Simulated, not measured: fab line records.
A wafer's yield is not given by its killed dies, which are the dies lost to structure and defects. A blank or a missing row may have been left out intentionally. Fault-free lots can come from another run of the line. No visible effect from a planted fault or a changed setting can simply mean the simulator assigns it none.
Chamber matching / flow n5Finfet / cvdCo-01 running N5_BEOL_M5_PRE_CLEAN_77: 3 sister chambers
The step time 15 s. 6 wafers are shown with their chamber, then 12 later ones without.

## WAFERS PAIRED WITH THEIR CHAMBERS
wafer=L083.4; chamber=0; heaterPowerW (W)=98
wafer=L088.4; chamber=1; heaterPowerW (W)=99
wafer=L088.6; chamber=0; heaterPowerW (W)=97
wafer=L090.2; chamber=2; heaterPowerW (W)=59
wafer=L090.3; chamber=1; heaterPowerW (W)=96
wafer=L090.5; chamber=2; heaterPowerW (W)=58

## WAFERS WITH NO CHAMBER GIVEN
wafer=L093.1; heaterPowerW (W)=98
wafer=L093.2; heaterPowerW (W)=58
wafer=L093.3; heaterPowerW (W)=99
wafer=L093.4; heaterPowerW (W)=98
wafer=L093.5; heaterPowerW (W)=59
wafer=L093.6; heaterPowerW (W)=99
wafer=L095.2; heaterPowerW (W)=100
wafer=L095.4; heaterPowerW (W)=60
wafer=L095.6; heaterPowerW (W)=97
wafer=L096.1; heaterPowerW (W)=95
wafer=L096.2; heaterPowerW (W)=60
wafer=L096.6; heaterPowerW (W)=99

## WHICH CHAMBER EACH ONE RAN IN
wafer=L093.1; from the rows above=can't be placed: 0 or 1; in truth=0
wafer=L093.2; from the rows above=2; in truth=2
wafer=L093.3; from the rows above=can't be placed: 0 or 1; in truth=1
wafer=L093.4; from the rows above=can't be placed: 0 or 1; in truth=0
wafer=L093.5; from the rows above=2; in truth=2
wafer=L093.6; from the rows above=can't be placed: 0 or 1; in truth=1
wafer=L095.2; from the rows above=can't be placed: 0 or 1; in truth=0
wafer=L095.4; from the rows above=2; in truth=2
wafer=L095.6; from the rows above=can't be placed: 0 or 1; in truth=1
wafer=L096.1; from the rows above=can't be placed: 0 or 1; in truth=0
wafer=L096.2; from the rows above=2; in truth=2
wafer=L096.6; from the rows above=can't be placed: 0 or 1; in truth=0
4 of 12 placed correctly. From these rows, 8 cannot be placed; in 8 the true chamber is one of the candidates. Placed wrongly: 0.
How it was worked out, from the rows above alone: a wafer's distance from a chamber is the root of the sum, over the readings, of the square of ((its reading less the chamber's mean) divided by the reading's scatter). If the next closest chamber is less than 2 further off than the closest, the wafer can't be placed; otherwise it belongs to the closest. A chamber's mean is the mean of its shown wafers. How the scatter is found: for the shown wafers, subtract from each reading the mean of its chamber, square and add these, divide the total by (wafers less chambers), then take the root.
